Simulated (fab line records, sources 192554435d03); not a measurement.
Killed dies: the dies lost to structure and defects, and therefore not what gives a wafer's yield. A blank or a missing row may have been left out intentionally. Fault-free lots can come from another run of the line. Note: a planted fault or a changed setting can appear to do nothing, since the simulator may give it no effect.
fab line records -- flow n5_finfet
record lots=10, wafers=30, last_day=19
route steps=1938 shown BEOL_M15@1809
lots with no fault: from the same line, run without faults
start_h: start of the lot's first displayed wafer, in hours after the record's first day -- wait_h: hours from the lot's prior step to this one -- " same as the row above -- L1.1+2: several wafers, shown together as one row -- - no value, or no start was given -- * or withheld: withheld -- < > ~ a bound
route shown NAME@n: names a module that has steps shown in the file, with the first one's number in the route -- usual: mean and standard deviation over wafers with no fault -- same: alike in all rows -- chamber/n: place in a boat -- sites: the reading at each site -- _std_site: their standard deviation -- _edge_site: the outer-site mean with the inner-site mean subtracted -- radius_mm: how far each site lies from the wafer's centre -- mask NAME#n: copy n -- behind: the most recent tool/chamber to have shaped the wafer -- hold: what put the lot on hold/how long, in hours/how the hold closed -- device: the transistor (n, p or np) that didn't switch -- end of line: the tests these same wafers got at the end of their route -- step lacking rows: just its recipe -- killed: at the first sort, the dies lost to defects and structure; wafer yield is something else -- map: a wafer's dies, marking killed ones x, the rest . and places with no die _
set.NAME: the run value of the setting; set.NAME@STEP: its run value at that earlier step -- model.NAME: the simulator's own value behind a step, which no gauge read
a sample of lots followed through the steps of the route, with each step as a table and each wafer as a row
services: when a tool's chamber went out of use (start_h, in hours from the record's first day, below 0 if earlier), for how many hours, and the reason
## steps
# step N5_BEOL_M15_TRENCH_ETCH_34
# recipe chemistry=C4F8/O2/Ar, target=SiO2, target_depth_a=8729.3, he_inner_torr=15, he_outer_torr=30, time_s=199, ion_energy_ev=800, pressure_mtorr=20, source_w=1905, bias_w=2040, Ar_flow_sccm=400, C4F8_flow_sccm=16, O2_flow_sccm=12
# usual drypump_motor_current_A=5.8/0.39, oes_product_au=0.75/0.071, rf_vpp_V=2221/13, showerhead_plenum_p_Torr=3.45/0.089, throttle_valve_pct=30.91/0.19
# same time_s=199
lot.wafer,tool,chamber,start_h,wait_h,drypump_motor_current_A,oes_product_au,rf_hours_counter_h,rf_vpp_V,showerhead_plenum_p_Torr,throttle_valve_pct
L335.2,rie_diel-03,2,255.74,0.0,5.5,0.73,202,2212,3.41,30.65
L335.4,rie_diel-03,0,255.74,0.0,6.4,0.72,227,2221,3.38,30.83
L335.5,rie_diel-03,3,255.74,0.0,5.6,0.69,-,2245,3.40,30.95
L340.1,rie_diel-05,3,310.27,0.0,5.7,0.81,90,2240,3.60,30.94
L340.2,rie_diel-05,2,310.27,0.0,5.8,0.69,237,2236,3.51,31.06
L340.5,rie_diel-05,3,310.27,0.0,5.7,0.80,-,2241,3.60,30.95
L341.1,rie_diel-04,2,316.41,0.0,6.5,0.70,242,2216,3.39,30.75
L341.3,rie_diel-04,1,316.41,0.0,6.2,0.73,185,2222,3.41,31.08
L341.4,rie_diel-04,0,316.41,0.0,5.5,0.81,100,2235,3.59,30.67
L342.1,rie_diel-03,3,319.49,0.0,5.6,0.67,246,2244,3.39,30.97
L342.3,rie_diel-03,2,319.49,0.0,5.5,0.71,219,2212,3.40,30.67
L342.6,rie_diel-03,3,319.49,0.0,5.6,0.67,-,2244,3.39,30.96
L343.1,rie_diel-04,3,335.35,0.0,6.5,0.67,214,2202,3.41,30.89
L343.3,rie_diel-04,2,335.35,0.0,6.5,0.69,247,2215,3.39,30.74
L343.4,rie_diel-04,0,335.35,0.0,5.4,0.80,106,2236,3.59,30.70
L347.1,rie_diel-04,3,350.67,0.0,6.4,0.67,219,2202,3.41,30.88
L347.3,rie_diel-04,0,350.67,0.0,5.5,0.79,111,2236,3.59,30.69
L347.5,rie_diel-04,1,350.67,0.0,6.2,0.71,-,2222,3.40,31.08
L352.1,rie_diel-03,1,379.10,0.0,6.1,0.80,98,2217,3.32,30.82
L352.3,rie_diel-03,3,379.10,0.0,5.6,0.94,7,2203,3.38,30.86
L352.6,rie_diel-03,2,379.10,0.0,5.5,0.68,-,2212,3.39,30.68
L354.1,rie_diel-03,1,382.86,0.0,6.0,0.80,98,2215,3.32,30.83
L354.2,rie_diel-03,2,382.86,0.0,5.5,0.69,244,2210,3.38,30.69
L354.5,rie_diel-03,1,382.86,0.0,6.0,0.80,-,2215,3.32,30.82
L355.1,rie_diel-04,3,409.98,0.0,6.5,0.66,238,2201,3.40,30.91
L355.5,rie_diel-04,2,409.98,0.0,6.5,0.96,-,2215,3.38,30.56
L355.6,rie_diel-04,1,409.98,0.0,6.2,0.70,-,2220,3.39,31.10
L356.2,rie_diel-03,2,416.66,0.0,5.5,0.68,257,2210,3.38,30.71
L356.5,rie_diel-03,1,416.66,0.0,6.0,0.79,-,2217,3.31,30.84
L356.6,rie_diel-03,3,416.66,0.0,5.6,0.89,-,2202,3.38,30.85
# step N5_BEOL_M15_STRIP_62
# recipe chemistry=O2, power_w=600, temp_c=60, pressure_mtorr=30, rf_frequency_hz=6e+07, bias_power_w=0, overash_fraction=0.3, o2_flow_sccm=225
# usual drypump_motor_current_A=5.9/0.4, o2_flow_sccm=225.1/0.75, oes_product_au=0.75/0.073, rf_vpp_V=3.6/0.49, showerhead_plenum_p_Torr=2.10/0.056, throttle_valve_pct=16.73/0.15
lot.wafer,tool,chamber,start_h,wait_h,drypump_motor_current_A,o2_flow_sccm,oes_product_au,rf_hours_counter_h,rf_vpp_V,showerhead_plenum_p_Torr,throttle_valve_pct
L335.2,rie_diel-03,3,-,-,5.6,224.0,0.68,232,3.9,2.07,16.86
L335.4,rie_diel-03,2,-,-,5.4,225.3,0.73,202,3.1,2.08,16.58
L335.5,rie_diel-03,3,-,-,5.6,225.7,0.68,-,3.9,2.07,16.87
L340.1,rie_diel-03,0,-,-,6.3,224.4,0.71,241,2.7,2.06,16.77
L340.2,rie_diel-03,2,-,-,5.4,225.3,0.72,217,3.2,2.08,16.62
L340.5,rie_diel-03,2,-,-,5.5,225.5,0.72,-,3.8,2.08,16.62
L341.1,rie_diel-04,0,-,-,5.4,225.2,0.81,100,3.4,2.21,16.58
L341.3,rie_diel-04,3,-,-,6.4,225.4,0.69,208,3.3,2.08,16.76
L341.4,rie_diel-04,2,-,-,6.5,225.4,0.70,242,3.0,2.07,16.71
L342.1,rie_diel-03,3,-,-,5.6,226.3,0.68,246,3.3,2.06,16.87
L342.3,rie_diel-03,1,-,-,6.0,225.4,0.82,74,3.4,2.04,16.59
L342.6,rie_diel-03,2,-,-,5.4,225.2,0.71,-,3.8,2.08,16.62
L343.1,rie_diel-04,0,-,-,5.4,224.9,0.80,106,4.1,2.21,16.58
L343.3,rie_diel-04,3,-,-,6.5,223.7,0.67,214,2.6,2.08,16.75
L343.4,rie_diel-04,2,-,-,6.5,225.6,0.70,247,3.6,2.07,16.72
L347.1,rie_diel-05,0,-,-,5.2,224.7,0.74,139,3.2,2.09,16.91
L347.3,rie_diel-05,2,-,-,5.7,224.9,0.69,250,2.7,2.15,17.01
L347.5,rie_diel-05,3,-,-,5.7,224.6,0.79,-,4.1,2.19,16.72
L352.1,rie_diel-05,1,-,-,5.8,224.8,0.68,229,3.8,2.16,16.85
L352.3,rie_diel-05,2,-,-,5.7,226.7,1.00,1,3.2,2.15,16.57
L352.6,rie_diel-05,3,-,-,5.7,225.3,0.79,-,3.9,2.19,16.74
L354.1,rie_diel-03,2,-,-,5.5,224.2,0.70,244,3.6,2.07,16.68
L354.2,rie_diel-03,1,-,-,6.1,224.6,0.79,99,4.0,2.03,16.64
L354.5,rie_diel-03,1,-,-,6.1,224.9,0.80,-,3.8,2.03,16.64
L355.1,rie_diel-04,2,-,-,6.5,226.4,0.97,10,3.9,2.06,16.28
L355.5,rie_diel-04,3,-,-,6.5,225.4,0.66,-,3.5,2.07,16.80
L355.6,rie_diel-04,2,-,-,6.5,225.1,0.97,-,3.1,2.06,16.31
L356.2,rie_diel-04,3,-,-,6.5,224.6,0.66,240,3.3,2.07,16.81
L356.5,rie_diel-04,3,-,-,6.4,225.1,0.65,-,3.3,2.07,16.80
L356.6,rie_diel-04,0,-,-,5.5,224.4,0.77,-,4.2,2.20,16.63
# step N5_BEOL_M15_CMP_49
# recipe stop_on=SiO2, t_overpolish_s=4.9, down_force_psi=2, platen_rpm=80, clearing_platen_down_force_psi=2, clearing_platen_rpm=80, post_cmp_clean=cu_alkaline, target_thk_nm=850, clearing_platen_pad_velocity_m_s=1.5917, pad_velocity_m_s=1.5917
# usual barrier_field_endpoint_s=11.28/0.25, motor_current_A=8.3/0.68, overpolish_run_s=4.900/0.0086
lot.wafer,tool,chamber,start_h,wait_h,barrier_field_endpoint_s,motor_current_A,overpolish_run_s
L335.4,cmp-01,3,257.55,0.2,11.44,8.1,4.909
L335.2,cmp-01,0,257.55,0.2,11.48,8.3,4.913
L335.5,cmp-01,3,257.55,0.2,11.49,7.8,4.898
L340.2,cmp-03,0,314.16,0.2,11.41,8.1,4.883
L340.1,cmp-03,2,314.16,0.2,11.48,7.7,4.892
L340.5,cmp-03,1,314.16,0.2,11.57,9.6,4.893
L341.1,cmp-03,1,318.30,0.3,11.32,8.9,4.896
L341.3,cmp-03,2,318.30,0.3,11.04,7.8,4.905
L341.4,cmp-03,3,318.30,0.3,11.12,8.8,4.910
L342.3,cmp-03,3,322.20,0.2,11.32,8.9,4.903
L342.1,cmp-03,1,322.20,0.2,6.20,8.8,4.911
L342.6,cmp-03,3,322.20,0.2,6.21,8.2,4.913
L343.1,cmp-03,0,338.36,0.3,5.95,7.8,4.909
L343.3,cmp-03,1,338.36,0.3,10.78,9.6,4.893
L343.4,cmp-03,2,338.36,0.3,10.57,7.6,4.898
L347.1,cmp-02,0,353.00,0.3,11.32,8.1,4.887
L347.3,cmp-02,1,353.00,0.3,11.89,8.0,4.915
L347.5,cmp-02,3,353.00,0.3,11.50,9.1,4.895
L352.3,cmp-02,1,385.70,0.3,11.37,8.2,4.899
L352.1,cmp-02,2,385.70,0.3,11.06,6.8,4.911
L352.6,cmp-02,3,385.70,0.3,11.57,8.8,4.918
L354.2,cmp-01,3,385.90,0.2,11.17,8.1,4.898
L354.1,cmp-01,1,385.90,0.2,11.32,7.8,4.914
L354.5,cmp-01,0,385.90,0.2,11.16,8.7,4.906
L355.1,cmp-01,1,413.69,0.3,11.00,8.1,4.895
L355.5,cmp-01,1,413.69,0.3,11.11,8.1,4.890
L355.6,cmp-01,2,413.69,0.3,11.26,8.8,4.904
L356.2,cmp-01,0,422.42,0.5,11.45,8.4,4.888
L356.5,cmp-01,2,422.42,0.5,11.46,8.9,4.898
L356.6,cmp-01,3,422.42,0.5,11.20,7.7,4.905
# step N5_BEOL_M15_DEP_53
# recipe material=SiCN, target_thk_a=500, temp_c=withheld, precursor=3MS/NH3, pressure_torr=3, rf_w=675, time_s=17.8
# usual showerhead_plenum_p_Torr=4.138/0.027, throttle_valve_pct=18.7/1.4
# same time_s=17.8
lot.wafer,tool,chamber,start_h,wait_h,showerhead_plenum_p_Torr,throttle_valve_pct
L335.2,pecvd-01,0,257.87,0.0,4.120,20.4
L335.4,pecvd-01,0,257.87,0.0,4.113,20.4
L335.5,pecvd-01,2,257.87,0.0,4.113,17.4
L340.1,pecvd-02,1,314.51,0.0,4.138,16.9
L340.2,pecvd-02,2,314.51,0.0,4.172,18.4
L340.5,pecvd-02,0,314.51,0.0,4.164,17.9
L341.1,pecvd-01,2,318.62,0.0,4.110,17.9
L341.3,pecvd-01,1,318.62,0.0,4.150,19.8
L341.4,pecvd-01,2,318.62,0.0,4.114,17.7
L342.1,pecvd-04,0,322.52,0.0,4.172,19.6
L342.3,pecvd-04,1,322.52,0.0,4.116,17.4
L342.6,pecvd-04,0,322.52,0.0,4.172,19.8
L343.1,pecvd-02,2,338.67,0.0,4.158,18.7
L343.3,pecvd-02,0,338.67,0.0,4.169,17.7
L343.4,pecvd-02,2,338.67,0.0,4.161,18.3
L347.1,pecvd-02,1,353.33,0.0,4.137,16.9
L347.3,pecvd-02,1,353.33,0.0,4.129,16.8
L347.5,pecvd-02,0,353.33,0.0,4.166,17.8
L352.1,pecvd-01,1,386.00,0.0,4.148,19.7
L352.3,pecvd-01,0,386.00,0.0,4.110,20.7
L352.6,pecvd-01,1,386.00,0.0,4.156,19.7
L354.1,pecvd-01,0,386.27,0.0,4.116,20.2
L354.2,pecvd-01,1,386.27,0.0,4.157,19.7
L354.5,pecvd-01,0,386.27,0.0,4.111,20.6
L355.1,pecvd-01,0,414.06,0.0,4.115,20.6
L355.5,pecvd-01,2,414.06,0.0,4.111,17.7
L355.6,pecvd-01,0,414.06,0.0,4.108,20.3
L356.2,pecvd-02,0,422.70,0.0,4.165,17.8
L356.5,pecvd-02,2,422.70,0.0,4.159,18.8
L356.6,pecvd-02,1,422.70,0.0,4.130,16.9
## services
tool,chamber,start_h,hours,kind
rie_diel-03,1,235.73,2.8,repair
cmp-01,-,241.36,0.4,repair
cmp-01,-,248.38,7.0,repair
cmp-03,-,249.33,2.6,repair
rie_diel-03,-,252.66,2.8,pm
rie_diel-04,3,264.39,11.2,repair
cmp-03,-,264.99,0.5,repair
cmp-03,-,280.06,2.3,repair
rie_diel-04,0,290.08,9.8,repair
cmp-03,-,299.39,2.2,repair
rie_diel-03,3,308.45,5.8,repair
pecvd-01,-,312.06,6.0,pm
cmp-03,-,328.65,4.0,pm
cmp-03,-,343.66,1.3,repair
cmp-01,-,350.53,0.4,repair
rie_diel-03,0,355.67,52.1,repair
pecvd-02,-,357.71,14.6,pm
cmp-03,-,362.85,0.3,repair
cmp-03,-,368.23,6.7,repair
pecvd-02,-,384.30,0.8,repair
cmp-01,-,388.20,2.8,pm
cmp-03,-,394.22,0.2,repair
cmp-03,-,395.98,0.3,repair
pecvd-01,1,411.20,8.4,repair
## key
first_sign step=N5_BEOL_M15_CMP_49, reading=barrier_field_endpoint_s, direction=down, sigmas=21, usual=11.28, struck=6.12
effect none on later readings
met_at N5_BEOL_M15_CMP_49
struck_lots L342,L343
struck_wafers L342.1,L342.6,L343.1
not_acting_at N5_BEOL_M15_TRENCH_ETCH_34,N5_BEOL_M15_STRIP_62,N5_BEOL_M15_DEP_53
onset_between 318.30 322.20
fault kind=process_parameter_drift, tool=cmp-03, chamber=-, onset_h=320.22, steps=N5_BEOL_M15_CMP_49, channel=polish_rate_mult, offset=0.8, shape=step, end_h=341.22, scope=struck_wafers_only
